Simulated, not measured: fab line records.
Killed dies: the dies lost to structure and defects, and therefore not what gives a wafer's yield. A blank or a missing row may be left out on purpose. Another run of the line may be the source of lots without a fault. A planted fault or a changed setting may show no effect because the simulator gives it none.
The tool behind it: which one? + flow n5-finfet + 12 lots with 36 wafers sampled at 5 steps, on a route of 1938 steps

== WHAT THE GAUGES READ, wafer by wafer ==
N5_BEOL_M6_OVL_MEAS_12.
| lot  | measured     | on         | M6_OVL (nm)    |
|------|--------------|------------|----------------|
| L076 | day 9 00:43  | overlay-02 | -0.7 -0.6 -0.6 |
| L077 | day 9 13:25  | overlay-02 | 0.2 -0.2 0.0   |
| L079 | day 10 03:10 | overlay-02 | 0.2 -0.3 0.1   |
| L081 | day 10 17:32 | overlay-01 | -0.7 -0.5 0.8  |
| L082 | day 11 05:50 | overlay-01 | 1.4 0.5 0.0    |
| L085 | day 12 01:03 | overlay-01 | -0.4 -1.4 -0.7 |
| L088 | day 12 04:01 | overlay-01 | -0.4 -0.6 -0.1 |
| L091 | day 12 11:03 | overlay-02 | -1.0 -0.4 -1.0 |
| L089 | day 12 15:28 | overlay-01 | -0.3 -0.6 -0.2 |
| L093 | day 13 14:48 | overlay-01 | -1.3 -0.5 -1.0 |
| L095 | day 13 18:45 | overlay-02 | -0.2 0.0 0.2   |
| L096 | day 14 12:55 | overlay-01 | -0.3 0.4 -0.2  |

== TOOL THAT RAN EACH LOT (tool first, then ch and the chambers of the sampled wafers, then the start) ==
| lot  | N5_BEOL_M5_SPUTTER_83        | N5_BEOL_M5_SPUTTER_88        | N5_BEOL_M5_ANNEAL_51             | N5_BEOL_M5_CO_CAP_78             |
|------|------------------------------|------------------------------|----------------------------------|----------------------------------|
| L076 | pvd-sputter-02, day 8 18:45  | pvd-sputter-02, day 8 19:50  | rtp-anneal-01 ch 0, day 8 21:08  | cvd-co-02 ch 0,1,2, day 8 22:17  |
| L077 | pvd-sputter-01, day 9 07:27  | pvd-sputter-01, day 9 08:32  | rtp-anneal-02 ch 0, day 9 09:49  | cvd-co-02 ch 0,1,2, day 9 10:31  |
| L079 | pvd-sputter-01, day 9 20:56  | pvd-sputter-01, day 9 22:01  | rtp-anneal-02 ch 0, day 9 23:19  | cvd-co-02 ch 0,1, day 9 23:58    |
| L081 | pvd-sputter-01, day 10 11:35 | pvd-sputter-01, day 10 12:40 | rtp-anneal-02 ch 0, day 10 13:57 | cvd-co-01 ch 1,2, day 10 14:37   |
| L082 | pvd-sputter-01, day 10 23:02 | pvd-sputter-01, day 11 00:07 | rtp-anneal-02 ch 0, day 11 01:28 | cvd-co-01 ch 0,2, day 11 02:06   |
| L085 | pvd-sputter-03, day 11 17:47 | pvd-sputter-03, day 11 18:52 | rtp-anneal-02 ch 0, day 11 20:09 | cvd-co-02 ch 0,1,2, day 11 20:50 |
| L088 | pvd-sputter-02, day 11 21:45 | pvd-sputter-02, day 11 22:50 | rtp-anneal-01 ch 0, day 12 00:08 | cvd-co-02 ch 0,2, day 12 00:48   |
| L091 | pvd-sputter-02, day 12 04:23 | pvd-sputter-02, day 12 05:28 | rtp-anneal-01 ch 0, day 12 06:50 | cvd-co-02 ch 0,1,2, day 12 07:28 |
| L089 | pvd-sputter-02, day 12 11:00 | pvd-sputter-02, day 12 12:05 | rtp-anneal-01 ch 0, day 12 13:23 | cvd-co-01 ch 0,2, day 12 14:03   |
| L093 | pvd-sputter-02, day 13 07:56 | pvd-sputter-02, day 13 09:01 | rtp-anneal-01 ch 0, day 13 10:19 | cvd-co-01 ch 0,1,2, day 13 10:59 |
| L095 | pvd-sputter-01, day 13 13:44 | pvd-sputter-01, day 13 14:49 | rtp-anneal-01 ch 0, day 13 16:15 | cvd-co-01 ch 0,1,2, day 13 16:56 |
| L096 | pvd-sputter-01, day 14 07:31 | pvd-sputter-01, day 14 08:35 | rtp-anneal-02 ch 0, day 14 10:09 | cvd-co-02 ch 0,1, day 14 10:46   |
- N5_BEOL_M5_SPUTTER_83: material Cu, target thk 15 nm, time 27.62 s.
- N5_BEOL_M5_SPUTTER_88: material Cu, target thk 15 nm, time 27.62 s.
- N5_BEOL_M5_ANNEAL_51: time 90 s.
- N5_BEOL_M5_CO_CAP_78: material Co, precursor CCTBA/H2, target thk 2 nm, time 102.1 s.

== THE ANSWER, worked out from the rows above alone ==
Rule: usual is defined by the lots themselves. Put in order of their means at a reading, lots are off if they are a third of the lots or fewer, leave a main group of 4 or more, and stand apart from it by a gap of 3 or more times the standard deviation of the main group's means; of several such gaps the widest counts. If all means in a main group match to the digits the tables above print for the reading, that group is not used. Also off: a lot with no number at a reading for which 4 or more lots have one. The other lots that the step has rows for count as sound.
No lot is off at any reading shown: from this, nothing can be told.

== WHAT THE SIMULATOR PUT IN ==
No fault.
